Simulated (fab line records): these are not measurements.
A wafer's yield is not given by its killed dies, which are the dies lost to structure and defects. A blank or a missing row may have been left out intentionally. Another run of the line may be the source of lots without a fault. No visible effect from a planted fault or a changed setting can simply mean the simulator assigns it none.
Comparing a struck lot with a sound one ; flow nandHarc ; 39 steps out of a route of 1159
Sound: wafers L866.1, L866.2, L866.3. Struck: wafer L875.4. (L875.2, L875.3 of the same lot were not struck and are left out.) The cause comes at the end.
At each step with rows: each side's tool, then ch and its chambers, then its first start. Under that, the readings that differ: sound wafers ; struck wafers ; difference of the means ; sigmas: that difference in standard deviations of wafers without a fault.
alike: readings whose means differ by less than 2 such deviations, and words and numbers that are the same on both sides. not compared: withheld readings, readings that some wafer has no value for, bounds like >300 that may hide the same value, and numbers for which the record gives no deviation and whose values overlap.
A row with sigmas, a row that says differs or no value, or rows on one side alone: a step with any of these is where the two part. Numbers that don't overlap but have no deviation are shown without sigmas and don't part them. A reading that every wafer of one side lacks parts them only if that side has two wafers or more.

first, 10 steps without rows for these wafers: NHARC_A_CHANNEL_HOLE_D1_DEP_00 (deposits aC, target thk 3100 nm); NHARC_A_CHANNEL_HOLE_D1_DEP_01 (deposits SiON, target thk 140 nm); NHARC_A_CHANNEL_HOLE_D1_DEHYDRATE_02 (time 120 s); NHARC_A_CHANNEL_HOLE_D1_HMDS_03 (time 30 s); NHARC_A_CHANNEL_HOLE_D1_COAT_36 (time 75 s); NHARC_A_CHANNEL_HOLE_D1_COAT_37 (time 65 s); NHARC_A_CHANNEL_HOLE_D1_COAT_04 (resist thk 90 nm); NHARC_A_CHANNEL_HOLE_D1_SOFTBAKE_05 (time 55 s); NHARC_A_CHANNEL_HOLE_D1_EBR_06; NHARC_A_CHANNEL_HOLE_D1_EXPOSE_07 (exposes mask HOLE D1, target cd 100 nm).
NHARC_A_CHANNEL_HOLE_D1_PEB_08: peb time 65 s.
  sound on lithoTrack-06 ch 0, day 9 13:35; struck on lithoTrack-06 ch 0, day 12 05:10
  alike: exhaustPa
then, 1 step without rows for these wafers: NHARC_A_CHANNEL_HOLE_D1_DEVELOP_09 (develop time 35 s).
NHARC_A_CHANNEL_HOLE_D1_CD_MEAS_10: target cd 100 nm.
  sound on cdSem-01 ch 0, day 9 13:40; struck on cdSem-01 ch 0, day 12 05:14
reading;sound;struck;difference;sigmas
cdNm (nm);100.1 100.4 100.1;107.7;+7.5;+13
NHARC_A_CHANNEL_HOLE_D1_DESCUM_15: chemistry O2, time 3 s.
  sound on rieDiel-06 ch 1,2,3, day 9 13:52; struck on rieDiel-05 ch 0, day 12 05:26
reading;sound;struck;difference;sigmas
rfHoursCounterH (h);8 10 8;7;-2;
model.A_CHANNEL_HOLE_D1.cdNm (nm);99.8 100.1 99.81;107.6;+7.7;
  alike: drypumpMotorCurrentA, oesProductAu, rfVppV, showerheadPlenumPTorr, throttleValvePct
then, 4 steps without rows for these wafers: NHARC_A_CHANNEL_HOLE_D1_ETCH_38 (etches the open film in CF4, target depth 39 nm, time 65 s); NHARC_A_CHANNEL_HOLE_D1_ETCH_39 (etches the open film in N2/H2, target depth 260 nm, time 325 s); NHARC_A_CHANNEL_HOLE_D1_ETCH_34 (etches the open film in CF4/CHF3, target depth 154 nm, time 77 s); NHARC_A_CHANNEL_HOLE_D1_ETCH_16 (etches the open film in O2/COS, target depth 3100 nm, time 806 s).
NHARC_A_CHANNEL_HOLE_D1_CD_MEAS_18:
  sound: cdSem-01 at day 9 14:58; struck: cdSem-02 at day 12 06:32
reading;sound;struck;difference;sigmas
cdNm (nm);97.7 100.8 100.1;108.4;+8.9;+4
then, 12 steps without rows for these wafers: NHARC_A_CHANNEL_HOLE_D1_ETCH_19 (etches the open film in C4F8/O2/Ar, time 34.5 s); NHARC_A_CHANNEL_HOLE_D1_ETCH_20 (etches the open film in C4F8/O2/Ar, time 361.9 s, target depth 1600 nm); NHARC_A_CHANNEL_HOLE_D1_ETCH_21 (etches the open film in C4F8/O2/Ar, time 514.3 s, target depth 1600 nm); NHARC_A_CHANNEL_HOLE_D1_ETCH_22 (etches the open film in C4F8/O2/Ar, time 666.7 s, target depth 1600 nm); NHARC_A_CHANNEL_HOLE_D1_ETCH_23 (etches the open film in C4F8/O2/Ar, time 819 s, target depth 1600 nm); NHARC_A_CHANNEL_HOLE_D1_ETCH_24 (etches the open film in C4F8/O2/Ar, time 906.2 s, target depth 1500 nm); NHARC_A_CHANNEL_HOLE_D1_ETCH_25 (etches the open film in C4F8/O2/Ar, time 1040.2 s, target depth 1500 nm); NHARC_A_CHANNEL_HOLE_D1_ETCH_26 (etches the open film in C4F8/O2/Ar, time 224.1 s, target depth 300 nm); NHARC_A_CHANNEL_HOLE_D1_ETCH_33 (etches the open film in C4F8/O2/Ar, time 90 s, target depth 400 nm); NHARC_A_CHANNEL_HOLE_D1_STRIP_41 (strips in N2/H2); NHARC_A_CHANNEL_HOLE_D1_STRIP_42 (strips in CF4/CHF3); NHARC_A_CHANNEL_HOLE_D1_STRIP_43 (strips in O2/COS).
NHARC_A_CHANNEL_HOLE_D1_ETCH_44: etches the open film in CF4/O2, target depth 140 nm, overetch 14 nm, time 77 s.
  sound on rieDiel-05 ch 0,1,3, day 9 20:06; struck on rieDiel-05 ch 2, day 12 13:50
reading;sound;struck;difference;sigmas
drypumpMotorCurrentA (A);6.1 6.5 6.7;4.7;-1.7;-3
oes_o_777_au (a.u.);1.001 1.005 0.998;0.992;-0.009;-2
rfHoursCounterH (h);3 2 3;5;+2;
model.A_CHANNEL_HOLE_D1.cdNm (nm);90.41 91.14 88.42;96.43;+6.44;
  alike: oesProductAu, rfVppV, showerheadPlenumPTorr, throttleValvePct
then, 3 steps without rows for these wafers: NHARC_A_CHANNEL_HOLE_D1_STRIP_27 (strips in O2); NHARC_A_CHANNEL_HOLE_D1_PRECLEAN_28 (cleans in SC1); NHARC_A_CHANNEL_HOLE_D1_SRD_29.
NHARC_A_CHANNEL_HOLE_D1_CD_MEAS_30:
  sound: cdSem-02 at day 9 20:55; struck: cdSem-03 at day 12 14:38
reading;sound;struck;difference;sigmas
cdNm (nm);90.6 91.9 89.1;96.1;+5.6;+4
NHARC_A_CHANNEL_HOLE_D1_XSEM_31:
  sound on xsem-01 ch 0, day 9 21:01; struck on xsem-01 ch 0, day 12 14:44
reading;sound;struck;difference;sigmas
botCdNm (nm);74.8 76.4 74.1;80.1;+5.0;+3
bowNm (nm);8.13 8.20 8.19;9.17;+1.00;+4
  alike: tiltDeg
-- record jumps: 11 days between struck wafers' starts before vs after; left off in module A_CHANNEL_HOLE_D1, resumes in module END, first step shown is number 1158 of the route --
NHARC_END_WLT_00:
  sound: prober-01 at day 20 23:21; struck: prober-01 at day 23 15:34
reading;sound;struck;difference;sigmas
VT_DECK1_BOTTOM;0.881 0.879 0.874;0.902;+0.024;+3
VT_DECK1_BOTTOM_INNER;0.876 0.880 0.884;0.900;+0.020;+3
VT_DECK1_MEDIAN_NEAR_BOTTOM;0.879 0.881 0.868;0.900;+0.024;+3
VT_DECK1_MEDIAN_NEAR_BOTTOM_INNER;0.878 0.872 0.872;0.899;+0.025;+3
VT_DECK1_MIDDLE;0.888 0.890 0.889;0.906;+0.017;+2
VT_DECK1_MIDDLE_INNER;0.885 0.894 0.885;0.911;+0.023;+3
VT_DECK1_TOP;0.895 0.903 0.895;0.933;+0.035;+5
VT_DECK1_TOP_INNER;0.902 0.906 0.900;0.917;+0.014;+2
NHARC_END_SORT_01:
  the record has rows for the struck wafers here (prober-01 ch 0, day 23 20:29) and none for the sound ones

## WHERE THEY PART
First at NHARC_A_CHANNEL_HOLE_D1_CD_MEAS_10; last, within this record, at NHARC_END_SORT_01.

WHY: what the simulator had put in
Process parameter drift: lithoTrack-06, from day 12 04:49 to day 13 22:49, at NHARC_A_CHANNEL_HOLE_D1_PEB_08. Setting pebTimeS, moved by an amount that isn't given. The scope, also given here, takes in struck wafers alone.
